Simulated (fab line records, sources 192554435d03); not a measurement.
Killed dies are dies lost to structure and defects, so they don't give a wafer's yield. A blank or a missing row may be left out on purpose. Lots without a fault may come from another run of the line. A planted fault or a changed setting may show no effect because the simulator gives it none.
Which tool did it? | flow n5_finfet | 24 lots, 72 wafers sampled, at 5 steps of a route of 1938

WHAT THE GAUGES READ, wafer by wafer
N5_BEOL_M7_CD_MEAS_35: target cd 40 nm. Usual: cd_nm 40.1 nm, standard deviation 0.6.
lot  | measured     | on        | cd_nm (nm)     | flag
L074 | day 9 01:08  | cd_sem-02 | 40.6 40.7 40.8 |
L075 | day 9 17:46  | cd_sem-03 | 39.8 39.7 39.8 |
L077 | day 9 20:02  | cd_sem-02 | 39.6 40.5 40.0 |
L078 | day 10 00:10 | cd_sem-01 | 39.9 40.5 40.4 |
L076 | day 10 00:23 | cd_sem-03 | 40.3 40.0 39.7 |
L079 | day 10 14:34 | cd_sem-02 | 39.2 39.8 39.2 |
L080 | day 10 14:38 | cd_sem-01 | 39.9 40.6 40.4 |
L081 | day 11 01:51 | cd_sem-02 | 38.7 39.7 40.4 |
L082 | day 11 02:13 | cd_sem-01 | 39.5 40.3 39.0 |
L084 | day 11 10:58 | cd_sem-02 | 40.5 40.0 40.1 |
L083 | day 11 18:04 | cd_sem-01 | 41.2 39.5 41.0 |
L085 | day 12 09:02 | cd_sem-01 | 39.4 40.1 40.3 |
L088 | day 12 23:14 | cd_sem-03 | 40.1 39.5 40.0 |
L087 | day 12 23:38 | cd_sem-03 | 38.2 39.8 38.7 |
L086 | day 12 23:52 | cd_sem-03 | 39.1 38.4 39.1 |
L089 | day 13 03:50 | cd_sem-01 | 39.4 40.0 39.8 |
L090 | day 13 10:52 | cd_sem-02 | 40.5 40.3 40.6 |
L092 | day 13 10:56 | cd_sem-03 | 41.0 40.3 40.5 |
L091 | day 13 16:31 | cd_sem-02 | 41.2 39.8 39.2 |
L093 | day 14 04:20 | cd_sem-02 | 41.2 40.9 41.4 |
L095 | day 14 20:23 | cd_sem-02 | 39.9 39.8 39.7 |
L094 | day 14 20:50 | cd_sem-02 | 40.7 40.5 39.9 |
L097 | day 15 00:15 | cd_sem-01 | 40.9 40.4 40.6 |
L096 | day 15 00:47 | cd_sem-01 | 40.7 40.3 40.3 |

N5_BEOL_M7_RS_MEAS_57: measures by four-point-probe. Usual: M7_RS 0.287 ohm/sq, standard deviation 0.0083.
lot  | measured     | on            | M7_RS (ohm/sq)    | flag
L074 | day 9 04:05  | film_metro-01 | 0.271 0.280 0.270 |
L075 | day 9 20:56  | film_metro-01 | 0.302 0.307 0.304 |
L077 | day 9 22:17  | film_metro-01 | 0.285 0.292 0.285 |
L078 | day 10 02:11 | film_metro-01 | 0.299 0.274 0.289 |
L076 | day 10 03:56 | film_metro-01 | 0.294 0.285 0.281 |
L079 | day 10 17:32 | film_metro-02 | 0.280 0.287 0.281 |
L080 | day 10 17:46 | film_metro-02 | 0.274 0.279 0.287 |
L081 | day 11 04:13 | film_metro-02 | 0.295 0.278 0.290 |
L082 | day 11 05:14 | film_metro-01 | 0.292 0.297 0.285 |
L084 | day 11 14:38 | film_metro-02 | 0.291 0.285 0.285 |
L083 | day 11 21:34 | film_metro-01 | 0.286 0.281 0.288 |
L085 | day 12 12:01 | film_metro-02 | 0.298 0.293 0.275 |
L088 | day 13 01:19 | film_metro-02 | 0.294 0.288 0.299 |
L087 | day 13 02:09 | film_metro-01 | 0.300 0.291 0.289 |
L086 | day 13 02:27 | film_metro-01 | 0.279 0.291 0.282 |
L089 | day 13 06:16 | film_metro-02 | 0.300 0.294 0.299 |
L090 | day 13 13:07 | film_metro-01 | 0.278 0.291 0.291 |
L092 | day 13 13:44 | film_metro-02 | 0.292 0.274 0.290 |
L091 | day 13 20:34 | film_metro-01 | 0.278 0.275 0.283 |
L093 | day 14 08:32 | film_metro-01 | 0.290 0.292 0.294 |
L095 | day 14 22:58 | film_metro-01 | 0.290 0.273 0.277 |
L094 | day 15 00:35 | film_metro-01 | 0.286 0.283 0.301 |
L097 | day 15 02:46 | film_metro-02 | 0.288 0.297 0.289 |
L096 | day 15 04:52 | film_metro-02 | 0.298 0.294 0.285 |

N5_BEOL_M8_INSPECT_13: inspects for defects (brightfield). Usual: raw_defect_count 397, standard deviation 110.
lot  | measured     | on                | raw_defect_count | flag
L074 | day 9 07:12  | defect_inspect-01 | 404 314 399      |
L075 | day 10 00:24 | defect_inspect-01 | 565 299 414      |
L077 | day 10 01:02 | defect_inspect-01 | 409 380 377      |
L078 | day 10 03:46 | defect_inspect-02 | 234 248 320      |
L076 | day 10 05:39 | defect_inspect-01 | 342 420 340      |
L079 | day 10 21:37 | defect_inspect-02 | 420 272 326      |
L080 | day 10 21:47 | defect_inspect-02 | 252 241 341      |
L081 | day 11 05:44 | defect_inspect-02 | 466 236 383      |
L082 | day 11 08:11 | defect_inspect-02 | 312 346 264      |
L084 | day 11 16:22 | defect_inspect-02 | 257 264 306      |
L083 | day 12 03:13 | defect_inspect-01 | 529 476 683      |
L085 | day 12 14:37 | defect_inspect-02 | 222 368 481      |
L088 | day 13 04:30 | defect_inspect-02 | 412 299 352      |
L087 | day 13 04:40 | defect_inspect-01 | 399 415 538      |
L086 | day 13 04:52 | defect_inspect-01 | 448 528 404      |
L089 | day 13 08:03 | defect_inspect-01 | 481 413 444      |
L090 | day 13 14:17 | defect_inspect-01 | 552 384 443      |
L092 | day 13 16:29 | defect_inspect-02 | 383 398 361      |
L091 | day 13 22:50 | defect_inspect-01 | 489 640 456      |
L093 | day 14 10:02 | defect_inspect-01 | 373 411 294      |
L095 | day 15 01:07 | defect_inspect-01 | 448 589 978      |
L094 | day 15 02:16 | defect_inspect-01 | 394 282 319      |
L097 | day 15 04:02 | defect_inspect-01 | 592 415 467      |
L096 | day 15 07:22 | defect_inspect-02 | 267 320 311      |

WHICH TOOL RAN EACH LOT (tool, then ch and the chambers of the sampled wafers, then the start)
lot  | N5_BEOL_M7_STRIP_36                | N5_BEOL_M8_HM_DEP_02
L074 | rie_diel-05 ch 1,3, day 9 00:46    | pvd_sputter-03, day 9 06:44
L075 | rie_diel-03 ch 0,2, day 9 17:25    | pvd_sputter-01, day 9 23:58
L077 | rie_diel-05 ch 0,2,3, day 9 19:41  | pvd_sputter-01, day 10 00:28
L078 | rie_diel-03 ch 1,2, day 9 23:49    | pvd_sputter-01, day 10 03:20
L076 | rie_diel-05 ch 0,2,3, day 10 00:02 | pvd_sputter-02, day 10 05:13
L079 | rie_diel-05 ch 0,1,3, day 10 14:13 | pvd_sputter-03, day 10 21:04
L080 | rie_diel-04 ch 0,2,3, day 10 14:16 | pvd_sputter-03, day 10 21:10
L081 | rie_diel-03 ch 0,1,2, day 11 01:24 | pvd_sputter-03, day 11 05:11
L082 | rie_diel-05 ch 0,1,2, day 11 01:52 | pvd_sputter-03, day 11 07:45
L084 | rie_diel-04 ch 2,3, day 11 10:29   | pvd_sputter-02, day 11 15:49
L083 | rie_diel-05 ch 0,1,3, day 11 17:43 | pvd_sputter-01, day 12 02:40
L085 | rie_diel-03 ch 2,3, day 12 08:41   | pvd_sputter-03, day 12 14:11
L088 | rie_diel-05 ch 0,1,2, day 12 22:53 | pvd_sputter-03, day 13 03:57
L087 | rie_diel-05 ch 0,2, day 12 23:17   | pvd_sputter-03, day 13 04:05
L086 | rie_diel-04 ch 0,1,3, day 12 23:30 | pvd_sputter-03, day 13 04:19
L089 | rie_diel-05 ch 0,1,2, day 13 03:29 | pvd_sputter-02, day 13 07:30
L090 | rie_diel-04 ch 0,2, day 13 10:31   | pvd_sputter-02, day 13 13:52
L092 | rie_diel-03 ch 0,1, day 13 10:35   | pvd_sputter-03, day 13 15:56
L091 | rie_diel-04 ch 0,2,3, day 13 16:10 | pvd_sputter-03, day 13 22:25
L093 | rie_diel-05 ch 0,1, day 14 03:58   | pvd_sputter-01, day 14 09:36
L095 | rie_diel-04 ch 1,2, day 14 20:02   | pvd_sputter-02, day 15 00:41
L094 | rie_diel-05 ch 0,1,2, day 14 20:29 | pvd_sputter-02, day 15 01:43
L097 | rie_diel-05 ch 0,1,2, day 14 23:54 | pvd_sputter-03, day 15 03:29
L096 | rie_diel-03 ch 0,2, day 15 00:26   | pvd_sputter-02, day 15 06:49
- N5_BEOL_M7_STRIP_36: strips in N2/H2.
- N5_BEOL_M8_HM_DEP_02: deposits TiN, target thk 20 nm.

WHAT THE TOOLS THEMSELVES READ (means of the sampled wafers that have a number; where no wafer has one, the mark that the record gives instead)
N5_BEOL_M7_STRIP_36. Usual: drypump_motor_current_A 5.6 A, standard deviation 0.39; oes_product_au 0.80 a.u., standard deviation 0.082; rf_vpp_V 59.0 V, standard deviation 1.5; showerhead_plenum_p_Torr 2.52 Torr, standard deviation 0.089; throttle_valve_pct 23.6 %, standard deviation 0.37.
lot  | tool        | drypump_motor_current_A (A) | oes_product_au (a.u.) | rf_vpp_V (V) | showerhead_plenum_p_Torr (Torr) | throttle_valve_pct (%) | flag
L074 | rie_diel-05 | 5.4                         | 0.79                  | 59.2         | 2.50                            | 23.5                   |
L075 | rie_diel-03 | 5.9                         | 0.71                  | 59.3         | 2.56                            | 23.9                   |
L077 | rie_diel-05 | 5.8                         | 0.83                  | 59.8         | 2.53                            | 23.7                   |
L078 | rie_diel-03 | 5.3                         | 0.86                  | 58.4         | 2.55                            | 23.9                   |
L076 | rie_diel-05 | 5.8                         | 0.82                  | 59.3         | 2.53                            | 23.7                   |
L079 | rie_diel-05 | 5.7                         | 0.81                  | 57.0         | 2.48                            | 23.4                   |
L080 | rie_diel-04 | 5.6                         | 0.81                  | 58.8         | 2.54                            | 23.7                   |
L081 | rie_diel-03 | 5.5                         | 0.77                  | 58.7         | 2.55                            | 23.9                   |
L082 | rie_diel-05 | 5.8                         | 0.79                  | 60.4         | 2.48                            | 23.5                   |
L084 | rie_diel-04 | 5.3                         | 0.81                  | 58.5         | 2.61                            | 23.4                   |
L083 | rie_diel-05 | 5.7                         | 0.81                  | 59.5         | 2.48                            | 23.4                   |
L085 | rie_diel-03 | 6.0                         | 0.74                  | 59.0         | 2.45                            | 23.5                   |
L088 | rie_diel-05 | 5.8                         | 0.78                  | 57.4         | 2.47                            | 23.5                   |
L087 | rie_diel-05 | 6.0                         | 0.82                  | 58.6         | 2.50                            | 23.6                   |
L086 | rie_diel-04 | 5.6                         | 0.86                  | 58.1         | 2.54                            | 23.5                   |
L089 | rie_diel-05 | 5.8                         | 0.76                  | 60.3         | 2.47                            | 23.5                   |
L090 | rie_diel-04 | 5.4                         | 0.75                  | 58.7         | 2.44                            | 23.9                   |
L092 | rie_diel-03 | 5.5                         | 0.75                  | 58.4         | 2.62                            | 24.1                   |
L091 | rie_diel-04 | 5.6                         | 0.77                  | 59.9         | 2.53                            | 23.7                   |
L093 | rie_diel-05 | 5.7                         | 0.76                  | 57.9         | 2.43                            | 23.2                   |
L095 | rie_diel-04 | 5.0                         | 0.77                  | 59.3         | 2.43                            | 23.6                   |
L094 | rie_diel-05 | 5.8                         | 0.76                  | 56.7         | 2.46                            | 23.5                   |
L097 | rie_diel-05 | 5.8                         | 0.76                  | 59.7         | 2.46                            | 23.5                   |
L096 | rie_diel-03 | 5.9                         | 0.86                  | 60.2         | 2.68                            | 23.6                   |

N5_BEOL_M8_HM_DEP_02. Usual: throttle_valve_pct 29.8 %, standard deviation 0.99.
lot  | tool           | throttle_valve_pct (%) | flag
L074 | pvd_sputter-03 | 30.1                   |
L075 | pvd_sputter-01 | 31.0                   |
L077 | pvd_sputter-01 | 29.9                   |
L078 | pvd_sputter-01 | 30.5                   |
L076 | pvd_sputter-02 | 29.3                   |
L079 | pvd_sputter-03 | 30.1                   |
L080 | pvd_sputter-03 | 29.9                   |
L081 | pvd_sputter-03 | 29.9                   |
L082 | pvd_sputter-03 | 30.1                   |
L084 | pvd_sputter-02 | 29.2                   |
L083 | pvd_sputter-01 | 30.7                   |
L085 | pvd_sputter-03 | 30.6                   |
L088 | pvd_sputter-03 | 29.6                   |
L087 | pvd_sputter-03 | 30.0                   |
L086 | pvd_sputter-03 | 29.6                   |
L089 | pvd_sputter-02 | 29.1                   |
L090 | pvd_sputter-02 | 29.4                   |
L092 | pvd_sputter-03 | 29.6                   |
L091 | pvd_sputter-03 | 30.0                   |
L093 | pvd_sputter-01 | 31.2                   |
L095 | pvd_sputter-02 | 28.9                   |
L094 | pvd_sputter-02 | 29.3                   |
L097 | pvd_sputter-03 | 30.0                   |
L096 | pvd_sputter-02 | 28.9                   |

THE ANSWER, worked out from the rows above alone
Rule: a lot is off if the mean of its wafers that have a number lies more than 3 standard deviations from the usual mean. A lot without any number at a reading at which 4 lots or more have one is off too. The other lots that the step has rows for count as sound. The gauges are gone through in route order, then the tools' own readings, and for those a lot's mean is taken as printed above. The first step at which some lot is off is used, and at that step the reading that is off furthest; a lot without a number counts as furthest.
No lot is off at any reading shown: from this, nothing can be told.

WHAT THE SIMULATOR HAD PUT IN
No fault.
